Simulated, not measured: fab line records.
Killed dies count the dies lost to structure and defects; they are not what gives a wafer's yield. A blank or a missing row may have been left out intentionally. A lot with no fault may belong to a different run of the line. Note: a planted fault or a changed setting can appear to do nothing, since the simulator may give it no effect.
Which tool did it? + flow nand_harc + Sampling: 6 lots, 18 wafers, 5 of 1302 route steps

WHAT EACH GAUGE READ, for each wafer
NHARC_END_SORT_01.
| lot  | measured     | on        | killed_short |
|------|--------------|-----------|--------------|
| L582 | day 29 21:17 | prober-01 | 3 0 5        |
| L584 | day 29 02:29 | prober-02 | 0 1 2        |
| L590 | day 31 04:32 | prober-02 | 0 2 3        |

EACH LOT AND THE TOOL THAT RAN IT (in order: tool; ch and the chambers of the sampled wafers; start)
| lot  | NHARC_A_STAIRCASE_ETCH_227                    | NHARC_A_STAIRCASE_TRIM_229         | NHARC_A_STAIRCASE_TRIM_231                    | NHARC_A_STAIRCASE_ETCH_234                    |
|------|-----------------------------------------------|------------------------------------|-----------------------------------------------|-----------------------------------------------|
| L575 | rie_diel-13 ch 0,1,2, day 16 22:49 or earlier | rie_diel-04 ch 1,2, day 16 22:49   | rie_diel-04 ch 0,2, no start                  | rie_diel-04 ch 1,2, no start                  |
| L582 | rie_diel-13 ch 0,1,2, day 20 14:52 or earlier | rie_diel-13 ch 1,2,3, day 20 14:52 | rie_diel-13 ch 0,1,3, day 29 21:17 or earlier | rie_diel-13 ch 0,1,2, day 29 21:17 or earlier |
| L584 | rie_diel-04 ch 2,3, day 20 23:02 or earlier   | rie_diel-13 ch 0,1,3, day 20 23:02 | rie_diel-13 ch 0,1,2, day 29 02:29 or earlier | rie_diel-13 ch 0,2, day 29 02:29 or earlier   |
| L590 | rie_diel-04 ch 0,1,3, day 22 20:33 or earlier | rie_diel-04 ch 0,2,3, day 22 20:33 | rie_diel-04 ch 0,1,2, day 31 04:32 or earlier | rie_diel-04 ch 0,1,3, day 31 04:32 or earlier |
| L592 | rie_diel-13 ch 2,3, day 24 08:03 or earlier   | rie_diel-04 ch 0,1,2, day 24 08:03 | rie_diel-04 ch 0,3, no start                  | rie_diel-04 ch 0,1,2, no start                |
| L596 | rie_diel-04 ch 1,2, day 25 19:59 or earlier   | rie_diel-04 ch 0,1, day 25 19:59   | rie_diel-04 ch 0,1, no start                  | rie_diel-04 ch 0,3, no start                  |
- NHARC_A_STAIRCASE_ETCH_227: etches the open film in C4F8/O2, target depth 100 nm, time 40.5 s.
- NHARC_A_STAIRCASE_TRIM_229: chemistry O2, time 211.2 s.
- NHARC_A_STAIRCASE_TRIM_231: chemistry O2, time 211.2 s.
- NHARC_A_STAIRCASE_ETCH_234: etches the open film in C4F8/O2, target depth 100 nm, time 40.5 s.

THE ANSWER, worked out from the rows above alone
Rule: usual is defined by the lots themselves. Put in order of their means at a reading, lots are off if they are a third of the lots or fewer, leave a main group of 4 or more, and stand apart from it by a gap of 3 or more times the standard deviation of the main group's means; of several such gaps the widest counts. A main group is skipped when, at the precision printed for the reading in the tables above, its means are all equal. Also off: a lot with no number at a reading for which 4 or more lots have one. All remaining lots with rows at the step are treated as sound.
No lot is off on any of the readings shown, so nothing can be concluded from this.

WHAT THE SIMULATOR HAD PUT IN
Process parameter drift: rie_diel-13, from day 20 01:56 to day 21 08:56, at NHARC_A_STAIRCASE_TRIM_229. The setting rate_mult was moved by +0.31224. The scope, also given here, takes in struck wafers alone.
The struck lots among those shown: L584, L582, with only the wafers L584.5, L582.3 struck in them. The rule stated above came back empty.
